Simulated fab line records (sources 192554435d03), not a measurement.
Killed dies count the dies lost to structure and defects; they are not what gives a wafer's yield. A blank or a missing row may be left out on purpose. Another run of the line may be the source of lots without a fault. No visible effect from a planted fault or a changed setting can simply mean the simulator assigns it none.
A struck lot beside a sound one	flow n5-finfet	14 steps out of a route of 1938
Sound: the wafers L152.2, L152.4, L152.5. Wafers struck: L172.3, L172.4, L172.5. Last of all comes the cause.
At each step with rows: each side's tool, then ch and its chambers, then its first start. Under that, the readings that differ: sound wafers	struck wafers	difference of the means	sigmas: that difference in standard deviations of wafers without a fault.
alike: a reading whose means differ by less than 2 such deviations, as well as words and numbers matching on both sides. not compared: withheld readings; readings where some wafer has no value; bounds like >300 that might hide an equal value; numbers whose values overlap and for which the record gives no deviation.
A row with sigmas, a row that says differs or no value, or rows on one side alone: a step with any of these is where the two part. When numbers do not overlap yet have no deviation, they are printed without sigmas and do not part them. A reading that every wafer of one side lacks parts them only if that side has two wafers or more.

N5_SD_ACTIVATION_RS_MEAS_03: a four-point-probe measurement.
  sound on film-metro-02 at day 3 21:50; struck on film-metro-01 at day 8 17:14
  alike: RS_SD_N, RS_SD_P
N5_SD_ACTIVATION_INSPECT_02: inspects for defects (darkfield).
  sound on defect-inspect-02 at day 3 22:08; struck on defect-inspect-02 at day 8 17:32
  alike: raw-defect-count
N5_ILD0_LINER_00: material SiNx, target thk 4 nm, pulse time 1 s, purge time 2 s.
  sound on ald-sin-04 ch 1,2, day 3 22:13; struck on ald-sin-03 ch 0,2,3, day 8 17:34
  alike: heater-power-w, precursor-pulse-height-rel
then, 2 steps without rows for these wafers: N5_ILD0_FCVD_FILL_01 (material SiO2 flowable, target thk 200 nm, time 328.3 s); N5_ILD0_CURE_02 (time 1800 s).
N5_ILD0_CMP_03: polishes, stops on SiNx, t overpolish 1.9 s, target thk 197.38 nm.
  sound on cmp-04 ch 0,1, day 4 00:35; struck on cmp-04 ch 1,2,3, day 8 19:58
  alike: head-pressure-psi, motor-current-A, overpolish-run-s, time-to-endpoint-s
N5_ILD0_THK_MEAS_04:
  sound on film-metro-02 at day 4 00:53; struck on film-metro-02 at day 8 20:13
  alike: thk-nm
N5_ILD0_CMP_07: polishes SiO2 flowable, stops on poly-Si, t overpolish 1.18 s, target thk 138.88 nm.
  sound on cmp-01 ch 0,3, day 4 00:55; struck on cmp-02 ch 1,2, day 8 20:15
  alike: head-pressure-psi, motor-current-A
N5_ILD0_THK_MEAS_08:
  sound on film-metro-02 at day 4 01:13; struck on film-metro-01 at day 8 20:32
  alike: thk-nm
then, 1 step without rows for these wafers: N5_ILD0_PRECLEAN_10 (cleans in NF3:NH3, afs cycles 5, time 20 s, sublimation time 60 s).
N5_ILD0_ALD_15: deposits SiNx, target thk 24 nm, pulse time 1 s, ald cycles 480.
  sound on ald-sin-04 ch 2,3, day 4 02:08; struck on ald-sin-03 ch 1,3, day 8 21:16
reading	sound	struck	difference	sigmas
heater-power-w (W)	661 851 652	888 1012 912	+216	+2
  alike: precursor-pulse-height-rel
N5_ILD0_CMP_12: polishes SiNx, stops on poly-Si, t overpolish 6 s, target thk 17.67 nm.
  sound on cmp-01 ch 2,3, day 4 04:20; struck on cmp-02 ch 0,3, day 8 23:30
reading	sound	struck	difference	sigmas
head-pressure-psi (psi)	2.503 2.499 2.486	2.163 2.174 2.165	-0.329	-60
motor-current-A (A)	11.0 8.4 11.3	7.5 8.9 7.5	-2.3	-3
  alike: overpolish-run-s, time-to-endpoint-s
N5_ILD0_THK_MEAS_13:
  sound on film-metro-02 at day 4 04:38; struck on film-metro-02 at day 8 23:46
  alike: thk-nm
-- the record jumps here: 4 days lie between the struck wafers' starts before and after (it left off in module ILD0 and takes up again in module BEOL_M4, whose first step shown is number 1111 of the route) --
N5_BEOL_M4_RC_MEAS_101:
  sound on prober-01 ch 0, day 8 03:08; struck on prober-01 ch 0, day 13 02:37
  alike: DIBL_N, DIBL_P, IOFF_N, IOFF_P, ION_N, ION_P, SS_N, SS_P, VT_N, VT_P

WHERE THEY PART
Earliest at N5_ILD0_ALD_15; latest, in this record, at N5_ILD0_CMP_12. Later steps at which nothing parts them and some readings are alike: N5_ILD0_THK_MEAS_13, N5_BEOL_M4_RC_MEAS_101.

WHY: the cause the simulator had injected
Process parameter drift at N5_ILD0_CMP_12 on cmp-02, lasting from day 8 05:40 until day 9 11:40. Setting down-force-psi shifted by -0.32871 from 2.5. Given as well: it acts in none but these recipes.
